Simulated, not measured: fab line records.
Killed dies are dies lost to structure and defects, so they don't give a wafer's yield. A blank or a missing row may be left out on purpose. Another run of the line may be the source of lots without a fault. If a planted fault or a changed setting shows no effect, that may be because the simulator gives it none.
Split-lot trial    flow n5Finfet    route with 1938 steps; 7 lots, 21 wafers read

## ON THE SPLIT
At N5_MIM_BOT_SPUTTER_00 (material TiN, target thk 35 nm, time 89.7 s), the setting powerW was moved away from the recipe's 3000 W on 5 of the 21 wafers read, by -6.7% to +5.8%. This setting was run at the recipe's value on the other wafers.

The reading is taken at the split's own step.

## THE READING
TiN_of_MIM_BOT_SPUTTER_00.thkNm (the simulator's own value, which no gauge read), in nm, at N5_MIM_BOT_SPUTTER_00 (material TiN, target thk 35 nm, time 89.7 s). No usual value for it is given in the file. The 16 wafers here that ran the recipe average 35.0 nm, standard deviation 0.39 nm.

wafer   tool, chamber at the split  powerW as run, W  against the recipe  TiN_of_MIM_BOT_SPUTTER_00.thkNm, nm  against lot-mates on the recipe
L074.2  pvdSputter-01, -            3000              recipe              35.6                                 -
L074.3  pvdSputter-01, -            3000              recipe              35.4                                 -
L074.4  pvdSputter-01, -            3000              recipe              35.4                                 -
L076.1  pvdSputter-02, -            3000              recipe              34.4                                 -
L076.2  pvdSputter-02, -            2800              -6.7%               32.4                                 -2.0
L076.5  pvdSputter-02, -            2800              -6.7%               32.6                                 -1.8
L084.3  pvdSputter-01, -            3000              recipe              34.6                                 -
L084.5  pvdSputter-01, -            3000              recipe              34.6                                 -
L084.6  pvdSputter-01, -            3000              recipe              34.8                                 -
L085.1  pvdSputter-02, -            3000              recipe              35                                   -
L085.5  pvdSputter-02, -            3000              recipe              35                                   -
L085.6  pvdSputter-02, -            3000              recipe              35.2                                 -
L093.2  pvdSputter-03, -            3000              recipe              35.2                                 -
L093.3  pvdSputter-03, -            3000              recipe              35.6                                 -
L093.4  pvdSputter-03, -            3174              +5.8%               37.2                                 +1.8
L092.1  pvdSputter-03, -            3000              recipe              34.8                                 -
L092.2  pvdSputter-03, -            3158              +5.3%               36                                   +1.2
L092.3  pvdSputter-03, -            3158              +5.3%               37.2                                 +2.4
L091.1  pvdSputter-03, -            3000              recipe              34.4                                 -
L091.5  pvdSputter-03, -            3000              recipe              34.6                                 -
L091.6  pvdSputter-03, -            3000              recipe              35                                   -

THE FIT
A straight line over all 21 wafers: TiN_of_MIM_BOT_SPUTTER_00.thkNm changes by +0.354 nm for each +1% of powerW; r = +0.93; the points scatter about the line by 0.42 nm.
The same after taking each lot's own level away (the mean of its wafers on the recipe; 21 wafers): +0.307 nm for each +1%; r = +0.97; scatter 0.25 nm.
Per that fit: largest powerW move, reading shift of 2 nm.
Measured against the standard deviation above, the lots' own levels, which go from 34.40 to 35.47 nm, span 2.8 times it.
So the slope is not independent of the lot-to-lot level: the two fits are not the same.
Check: -2.02 nm against its lot-mates is what the line predicts for one of the wafers moved furthest among these (-6.7%) when that wafer is left out of the fit. Against them it came out at -2 nm.

## FILE'S OWN FIT
TiN_of_MIM_BOT_SPUTTER_00.thkNm changes by +0.308 nm for each +1% of powerW, r = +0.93.
